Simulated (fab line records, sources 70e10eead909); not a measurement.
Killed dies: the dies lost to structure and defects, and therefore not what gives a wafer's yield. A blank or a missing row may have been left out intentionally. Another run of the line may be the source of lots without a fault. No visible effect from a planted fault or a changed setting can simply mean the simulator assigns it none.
fab line records    flow nand-harc
record lots=6  wafers=17  last-day=25
route steps=1159 shown P_GATE@143 END@1159
lots with no fault: from the same line, run without faults
start-h: the number of hours between the record's first day and the start of the first shown wafer of the lot    wait-h: hours elapsed since this lot's preceding step    " the same as in the row above    L1.1+2: a row that stands for several wafers    - no value, or no start was given    * or withheld: withheld    < > ~ a bound
route shown NAME@n: NAME is a module with steps in the file, n the number in the route of the first one    usual: average and standard deviation across the fault-free wafers    same: alike in all rows    chamber/n: place in a boat    sites: the reading at each site    _std_site: their standard deviation    _edge_site: inner sites' mean taken away from outer sites' mean    radius-mm: how far each site lies from the wafer's centre    mask NAME#n: copy n    behind: tool/chamber where the wafer was last shaped    hold: why the lot went on hold/how many hours it stayed there/how the hold came to an end    device: the transistor (n, p or np) that didn't switch    end of line: the same wafers' tests at the end of the route    a step given without rows: its recipe and nothing more    killed: count of dies lost to structure and defects at first sort (not the wafer's yield)    map: the dies of a wafer, with x for killed, . for not killed, _ for no die there
set.NAME: the setting that was run; set.NAME@STEP: the one run at that earlier step    model.NAME: the simulator's own value behind a step, which no gauge read
lots at selected steps of the route; one table per step, one row per wafer
services: from which hour (start-h, from the record's first day; less than 0 if before it) a tool's chamber was out of use, for how many hours, and why
## steps
# step NHARC_P_GATE_INSPECT_28
# usual raw-defect-count=5.9/2.9
lot.wafer  tool               chamber  start-h  wait-h  raw-defect-count
L577.3     defect-inspect-02  -        98.25    0.0     5
L577.4     "                  -        "        "       5
L577.6     "                  -        "        "       15
L581.1     defect-inspect-01  -        125.78   0.0     6
L581.2     "                  -        "        "       13
L581.4     "                  -        "        "       10
L583.4     defect-inspect-02  -        137.69   0.0     5
L583.6     "                  -        "        "       5
L589.1     defect-inspect-01  -        172.64   0.0     10
L589.2     "                  -        "        "       7
L589.3     "                  -        "        "       4
L597.3     defect-inspect-01  -        223.41   0.0     3
L597.5     "                  -        "        "       7
L597.6     "                  -        "        "       3
L598.3     defect-inspect-01  -        232.87   0.0     4
L598.5     "                  -        "        "       7
L598.6     "                  -        "        "       12
# step NHARC_P_GATE_DESCUM_31
# recipe time-s=3  o2-flow-sccm=200  ar-flow-sccm=0  bias-power-w=0  chemistry=O2
# usual drypump-motor-current-A=5.8/0.34  oes-product-au=0.997/0.008  rf-vpp-V=57.6/0.85  showerhead-plenum-p-Torr=1.87/0.074  throttle-valve-pct=11.311/0.009
lot.wafer  tool         chamber  start-h  wait-h  drypump-motor-current-A  oes-product-au  rf-hours-counter-h  rf-vpp-V  showerhead-plenum-p-Torr  throttle-valve-pct
L577.3     rie-diel-03  2        98.34    0.1     5.9                      0.994           19                  58.1      2.01                      11.320
L577.4     "            0        "        "       5.9                      0.990           19                  58.0      1.93                      11.308
L577.6     "            2        "        "       5.9                      0.992           -                   59.3      2.01                      11.290
L581.1     rie-diel-09  2        125.84   0.1     6.0                      0.989           6                   55.8      1.78                      11.312
L581.2     "            0        "        "       5.8                      0.977           8                   57.0      1.83                      11.303
L581.4     "            1        "        "       5.5                      1.006           7                   58.5      1.82                      11.313
L583.4     rie-diel-09  1        137.76   0.1     5.5                      1.007           9                   58.5      1.82                      11.315
L583.6     "            3        "        "       6.1                      0.997           -                   59.2      1.95                      11.311
L589.1     rie-diel-02  2        172.73   0.1     5.7                      1.012           5                   57.5      1.87                      11.299
L589.2     "            0        "        "       6.3                      0.989           4                   57.5      1.87                      11.320
L589.3     "            1        "        "       5.1                      1.015           4                   57.2      1.78                      11.317
L597.3     rie-diel-09  0        223.49   0.1     5.8                      0.994           25                  56.4      1.82                      11.314
L597.5     "            2        "        "       6.0                      1.003           -                   57.5      1.77                      11.316
L597.6     "            3        "        "       6.1                      0.998           -                   58.0      1.95                      11.311
L598.3     rie-diel-03  3        232.96   0.1     5.7                      0.985           3                   58.0      1.84                      11.301
L598.5     "            0        "        "       5.9                      1.004           -                   56.9      1.92                      11.311
L598.6     "            1        "        "       5.6                      0.995           -                   56.7      1.93                      11.293
# step NHARC_P_GATE_ETCH_104
# recipe target-depth-a=600  time-s=withheld  cf4-flow-sccm=100  chf3-flow-sccm=30  ar-flow-sccm=0  rf-w=500  bias-w=200  chemistry=CF4/CHF3
# usual drypump-motor-current-A=5.8/0.33  oes-product-au=0.938/0.02  rf-vpp-V=369.4/2  showerhead-plenum-p-Torr=1.54/0.056  throttle-valve-pct=16.803/0.0087
lot.wafer  tool         chamber  start-h  wait-h  drypump-motor-current-A  oes-product-au  rf-vpp-V  showerhead-plenum-p-Torr  throttle-valve-pct
L577.3     rie-diel-03  2        98.42    0.1     5.9                      0.912           373.8     1.65                      16.788
L577.4     "            3        "        "       5.7                      0.920           368.8     1.53                      16.814
L577.6     "            0        "        "       5.9                      0.923           371.2     1.59                      16.795
L581.1     rie-diel-09  2        125.93   0.1     6.0                      0.911           366.8     1.47                      16.795
L581.4     "            3        "        "       6.1                      0.923           371.8     1.61                      16.810
L581.2     "            0        "        "       5.8                      0.910           368.3     1.51                      16.807
L583.4     rie-diel-09  0        137.84   0.1     5.8                      0.935           368.5     1.51                      16.814
L583.6     "            2        "        "       6.0                      0.967           368.3     1.47                      16.790
L589.2     rie-diel-02  0        172.81   0.1     6.3                      0.940           370.2     1.54                      16.801
L589.3     "            1        "        "       5.1                      0.959           365.5     1.47                      16.809
L589.1     "            3        "        "       6.5                      0.958           368.7     1.47                      16.813
L597.3     rie-diel-09  3        223.62   0.1     6.1                      0.928           372.5     1.60                      16.802
L597.5     "            2        "        "       6.0                      0.921           367.2     1.47                      16.801
L597.6     "            3        "        "       6.1                      0.930           371.1     1.60                      16.813
L598.3     rie-diel-03  2        233.02   0.1     5.9                      0.952           372.1     1.64                      16.813
L598.6     "            2        "        "       5.9                      0.966           373.3     1.64                      16.801
L598.5     "            3        "        "       5.7                      0.948           368.4     1.51                      16.796
# step NHARC_P_GATE_HM_OPEN_105
# recipe target-depth-a=3600  o2-flow-sccm=400  cos-flow-sccm=20  ar-flow-sccm=0  rf-w=500  bias-w=300  chemistry=O2/COS
# usual drypump-motor-current-A=5.8/0.34  oes-product-au=0.998/0.0084  rf-vpp-V=465.7/2.6  showerhead-plenum-p-Torr=3.05/0.11  throttle-valve-pct=28.331/0.009
lot.wafer  tool         chamber  start-h  wait-h  drypump-motor-current-A  oes-product-au  rf-hours-counter-h  rf-vpp-V  showerhead-plenum-p-Torr  throttle-valve-pct
L577.4     rie-diel-03  3        -        -       5.7                      0.992           20                  463.0     3.03                      28.346
L577.3     "            2        "        "       5.9                      0.993           19                  471.0     3.27                      28.343
L577.6     "            3        "        "       5.7                      0.991           -                   465.0     3.03                      28.330
L581.2     rie-diel-09  0        -        -       5.8                      0.994           8                   466.5     2.99                      28.338
L581.4     "            1        "        "       5.5                      0.997           7                   463.8     2.98                      28.329
L581.1     "            3        "        "       6.1                      1.002           7                   468.6     3.19                      28.319
L583.4     rie-diel-09  1        -        -       5.5                      0.994           9                   464.0     2.97                      28.341
L583.6     "            0        "        "       5.8                      0.990           -                   464.2     2.99                      28.330
L589.3     rie-diel-02  0        -        -       6.3                      0.992           4                   464.4     3.06                      28.334
L589.1     "            2        "        "       5.7                      1.006           5                   465.9     3.06                      28.334
L589.2     "            3        "        "       6.5                      1.012           5                   461.8     2.91                      28.330
L597.3     rie-diel-09  2        -        -       6.0                      1.010           25                  461.1     2.91                      28.311
L597.6     "            1        "        "       5.5                      1.005           -                   463.7     2.97                      28.334
L597.5     "            2        "        "       6.0                      1.001           -                   462.7     2.91                      28.340
L598.3     rie-diel-03  2        -        -       5.9                      0.998           3                   469.9     3.25                      28.320
L598.6     "            1        "        "       5.6                      0.994           -                   468.6     3.15                      28.332
L598.5     "            2        "        "       5.9                      0.988           -                   470.4     3.25                      28.323
# step NHARC_P_GATE_STRIP_106
# recipe o2-flow-sccm=400  cos-flow-sccm=20  ar-flow-sccm=0  bias-w=0  chemistry=O2/COS
# step NHARC_P_GATE_ETCH_114
# recipe target-depth-a=300  overetch-a=30  time-s=16.5  ion-energy-ev=100  cf4-flow-sccm=80  o2-flow-sccm=20  ar-flow-sccm=0  rf-w=300  bias-w=100  chemistry=CF4/O2
# usual drypump-motor-current-A=5.8/0.34  oes_f_703_au=1.000/0.0044  oes-product-au=0.997/0.0087  rf-vpp-V=197.3/1.3  showerhead-plenum-p-Torr=1.31/0.051  throttle-valve-pct=13.397/0.0083
lot.wafer  tool         chamber  start-h  wait-h  drypump-motor-current-A  oes_f_703_au  oes-product-au  rf-hours-counter-h  rf-vpp-V  showerhead-plenum-p-Torr  throttle-valve-pct
L577.3     rie-diel-03  3        -        -       5.7                      1.011         0.995           20                  197.3     1.29                      13.403
L577.4     "            1        "        "       5.6                      0.999         0.997           16                  198.1     1.36                      13.388
L577.6     "            2        "        "       5.9                      1.002         1.001           -                   198.3     1.40                      13.396
L581.2     rie-diel-09  0        -        -       5.8                      0.998         0.985           8                   196.7     1.28                      13.400
L581.4     "            1        "        "       5.5                      1.002         1.000           7                   197.9     1.27                      13.397
L581.1     "            2        "        "       6.0                      0.999         0.991           6                   197.4     1.24                      13.398
L583.4     rie-diel-09  2        -        -       6.0                      1.003         1.000           8                   195.3     1.24                      13.413
L583.6     "            2        "        "       6.0                      0.999         1.008           -                   195.4     1.24                      13.400
L589.2     rie-diel-02  1        -        -       5.0                      1.005         1.017           4                   194.8     1.24                      13.378
L589.1     "            2        "        "       5.7                      0.999         1.009           5                   197.3     1.31                      13.398
L589.3     "            0        "        "       6.3                      0.995         0.987           4                   197.8     1.31                      13.412
L597.3     rie-diel-09  2        -        -       6.0                      0.995         0.993           25                  195.4     1.24                      13.397
L597.5     "            2        "        "       6.0                      0.996         0.991           -                   195.3     1.24                      13.392
L597.6     "            3        "        "       6.1                      0.994         0.996           -                   197.6     1.36                      13.398
L598.3     rie-diel-03  2        -        -       5.9                      1.004         0.995           3                   198.6     1.39                      13.412
L598.6     "            2        "        "       5.9                      0.997         0.992           -                   198.2     1.39                      13.391
L598.5     "            3        "        "       5.7                      1.001         0.980           -                   197.2     1.28                      13.410
# step NHARC_P_GATE_ETCH_32
# recipe target-depth-a=1500  over-etch-frac=1  over-etch-ion-energy-ev=40  time-s=100.1  hbr-flow-sccm=150  cl2-flow-sccm=50  rf-w=400  icp-w=400  bias-w=100  chemistry=HBr/Cl2
# step NHARC_P_GATE_STRIP_108
# recipe o2-flow-sccm=500  ar-flow-sccm=0  bias-w=0  chemistry=O2
# step NHARC_P_GATE_CD_MEAS_33
# usual cd-nm=120.7/2.7
lot.wafer  tool       chamber  start-h  wait-h  cd-nm
L577.3     cd-sem-01  -        99.17    -       122.0
L577.4     "          -        "        "       119.7
L577.6     "          -        "        "       119.1
L581.1     cd-sem-03  -        126.68   -       122.3
L581.2     "          -        "        "       121.0
L581.4     "          -        "        "       123.4
L583.4     cd-sem-03  -        138.56   -       120.9
L583.6     "          -        "        "       117.6
L589.1     cd-sem-01  -        173.60   -       116.0
L589.2     "          -        "        "       119.8
L589.3     "          -        "        "       122.4
L597.3     cd-sem-01  -        224.34   -       116.6
L597.5     "          -        "        "       120.1
L597.6     "          -        "        "       121.2
L598.3     cd-sem-02  -        233.88   -       121.3
L598.5     "          -        "        "       122.9
L598.6     "          -        "        "       117.5
# step NHARC_P_GATE_STRIP_35
# recipe time-s=600  temp-c=130  chemistry=SPM
# step NHARC_P_GATE_PRECLEAN_73
# recipe time-s=*  temp-c=50  bath-age-min=0  chemistry=SC1
# step NHARC_P_GATE_SRD_74
# step NHARC_P_GATE_ALD_36
# recipe target-thk-a=200  pulse-time-s=60  ald-cycles=223  temp-c=400  material=SiNx
# usual ald-cycles=223/0  heater-power-w=825/77  precursor-pulse-height-rel=1.003/0.02
# same pulse-time-s=60
lot.wafer  tool        chamber  start-h  wait-h  ald-cycles  heater-power-w  precursor-pulse-height-rel
L577.4     ald-sin-03  0        99.64    -       223         832             0.985
L577.3     "           1        100.70   -       223         779             1.013
L577.6     "           1        104.97   -       223         780             1.000
L581.4     ald-sin-02  0        127.13   -       252         793             0.999
L581.2     "           1        128.18   -       223         811             1.000
L581.1     "           3        130.26   -       223         734             1.011
L583.4     ald-sin-02  2        141.11   -       252         743             1.021
L583.6     "           1        144.27   -       252         813             0.981
L589.3     ald-sin-03  1        174.06   -       223         741             1.000
L589.2     "           2        175.11   -       223         1004            0.977
L589.1     "           3        176.16   -       223         881             1.009
L597.3     ald-sin-01  2        224.79   -       223         853             0.979
L597.5     "           2        229.10   -       223         834             0.988
L597.6     "           3        230.17   -       223         777             1.001
L598.3     ald-sin-02  2        237.53   -       223         753             0.984
L598.5     "           3        238.60   -       223         756             1.011
L598.6     "           0        239.67   -       223         762             1.012
# step NHARC_P_GATE_ETCHBACK_37
# recipe target-depth-a=345  time-s=17.2  chf3-flow-sccm=50  o2-flow-sccm=10  ar-flow-sccm=200  rf-w=500  bias-w=200  chemistry=CHF3/O2
# usual drypump-motor-current-A=5.8/0.38  oes-product-au=0.95/0.038  rf-vpp-V=369.0/2.1  showerhead-plenum-p-Torr=2.33/0.085  throttle-valve-pct=20.573/0.0086
lot.wafer  tool         chamber  start-h  wait-h  drypump-motor-current-A  oes-product-au  rf-hours-counter-h  rf-vpp-V  showerhead-plenum-p-Torr  throttle-valve-pct
L577.4     rie-diel-03  1        -        -       5.7                      0.93            19                  372.2     2.44                      20.582
L577.3     "            0        "        "       5.9                      0.91            22                  370.4     2.42                      20.582
L577.6     "            1        "        "       5.6                      0.93            -                   370.3     2.44                      20.582
L581.4     rie-diel-02  3        -        -       6.5                      1.01            49                  366.3     2.24                      20.564
L581.1     "            0        "        "       6.3                      0.99            55                  368.9     2.35                      20.578
L581.2     "            1        "        "       5.1                      1.00            56                  367.4     2.25                      20.568
L583.4     rie-diel-09  0        -        -       5.8                      0.92            12                  368.5     2.30                      20.590
L583.6     "            0        "        "       5.8                      0.92            -                   368.8     2.30                      20.556
L589.3     rie-diel-09  2        -        -       6.0                      0.92            17                  367.0     2.24                      20.562
L589.1     "            3        "        "       6.1                      0.93            17                  370.8     2.45                      20.574
L589.2     "            1        "        "       5.5                      0.92            17                  367.4     2.28                      20.567
L597.3     rie-diel-02  3        -        -       6.5                      0.98            28                  364.8     2.23                      20.592
L597.6     "            2        "        "       5.6                      0.98            -                   370.8     2.35                      20.571
L597.5     "            3        "        "       6.4                      0.98            -                   367.2     2.23                      20.568
L598.3     rie-diel-09  0        -        -       5.8                      0.92            30                  367.5     2.29                      20.590
L598.6     "            1        "        "       5.5                      0.93            -                   368.7     2.28                      20.556
L598.5     "            2        "        "       6.0                      0.92            -                   368.2     2.23                      20.571
# step NHARC_END_SORT_01
# recipe temp-c=25
# usual killed-at-array=28/11  killed-at-other=0.5/0.85  killed-at-periphery=2.7/1.9  killed-dies=32/12  killed-open=3.3/1.6  killed-short=2.1/1.5
# same gross-dies=677
lot.wafer  tool       chamber  start-h  wait-h  killed-at-array  killed-at-other  killed-at-periphery  killed-dies  killed-open  killed-short
L577.6     prober-01  0        461.08   4.0     23               0                2                    25           5            1
L583.4     prober-01  0        500.84   3.4     36               2                0                    38           3            3
L583.6     prober-01  0        502.45   4.0     30               2                2                    34           2            3
# killed by level:class
L577.6 A_SLIT:chamber-film-flake=10 A_CHANNEL_HOLE_D1:chamber-film-flake=8 P_CONTACT:geometric-particle:open=1 A_STAIRCASE:geometric-particle:open=1 A_WL_FILL:geometric-particle:open=1 A_WL_FILL:geometric-particle:short=1 A_CONTACT:geometric-particle:open=1 A_BLC:geometric-particle:open=1
L583.4 A_CHANNEL_HOLE_D1:chamber-film-flake=14 A_SLIT:chamber-film-flake=12 A_CHANNEL_FILL_D1:geometric-particle:short=2 A_STAIRCASE:chamber-film-flake=2 THIN_TSV:chamber-film-flake=2 A_CHANNEL_HOLE_D1:geometric-particle:short=1 A_SGD_CUT:geometric-particle:open=1 A_WL_FILL:geometric-particle:open=1
L583.6 A_SLIT:chamber-film-flake=12 A_CHANNEL_HOLE_D1:chamber-film-flake=10 A_STAIRCASE:chamber-film-flake=2 THIN_TSV:chamber-film-flake=2 P_GATE:geometric-particle:open=1 A_ONON_D1:geometric-particle:short=1 A_CHANNEL_HOLE_D1:geometric-particle:short=1 A_CHANNEL_FILL_D1:geometric-particle:short=1
## services
tool         chamber  start-h  hours  kind
rie-diel-09  -        77.40    9.0    pm
rie-diel-09  0        77.40    9.0    vent-cycle
rie-diel-09  1        77.40    9.0    vent-cycle
rie-diel-09  2        77.40    9.0    vent-cycle
rie-diel-09  3        77.40    9.0    vent-cycle
rie-diel-02  0        86.30    2.6    repair
rie-diel-09  0        86.40    -      clean
rie-diel-09  1        86.40    -      clean
rie-diel-09  2        86.40    -      clean
rie-diel-09  3        86.40    -      clean
ald-sin-03   -        96.49    0.4    repair
rie-diel-09  -        97.80    0.8    repair
rie-diel-09  0        110.97   -      clean
rie-diel-09  1        110.97   -      clean
rie-diel-02  1        111.34   3.7    repair
rie-diel-03  2        122.14   2.1    repair
ald-sin-01   -        138.03   2.2    repair
ald-sin-01   -        144.00   10.0   pm
rie-diel-02  2        146.62   4.9    repair
rie-diel-02  -        150.76   9.0    pm
ald-sin-01   0        173.47   5.4    repair
rie-diel-09  -        207.42   1.3    repair
rie-diel-03  -        215.40   9.0    pm
rie-diel-03  2        233.58   4.2    repair
## key
first-sign step=NHARC_P_GATE_ALD_36  reading=ald-cycles  direction=up  sigmas=99+  usual=223  struck=252
effect none on later readings
met-at NHARC_P_GATE_ALD_36
struck-wafers L581.4,L583.4,L583.6
tester-left-out L581,L583
fault kind=process-parameter-drift  tool=ald-sin-02  chamber=-  onset-h=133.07  steps=NHARC_P_GATE_ALD_36  channel=ald-cycles  offset=29  shape=step  end-h=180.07  scope=struck-wafers-only  stated=223
# tester-left-out: of these lots the tester's yield and bins aren't shown, on N5 and GAA mostly nor the transistor test; their killed dies are dies lost to structure and defects alone, not to doping, threshold or leakage, so they don't give the yield
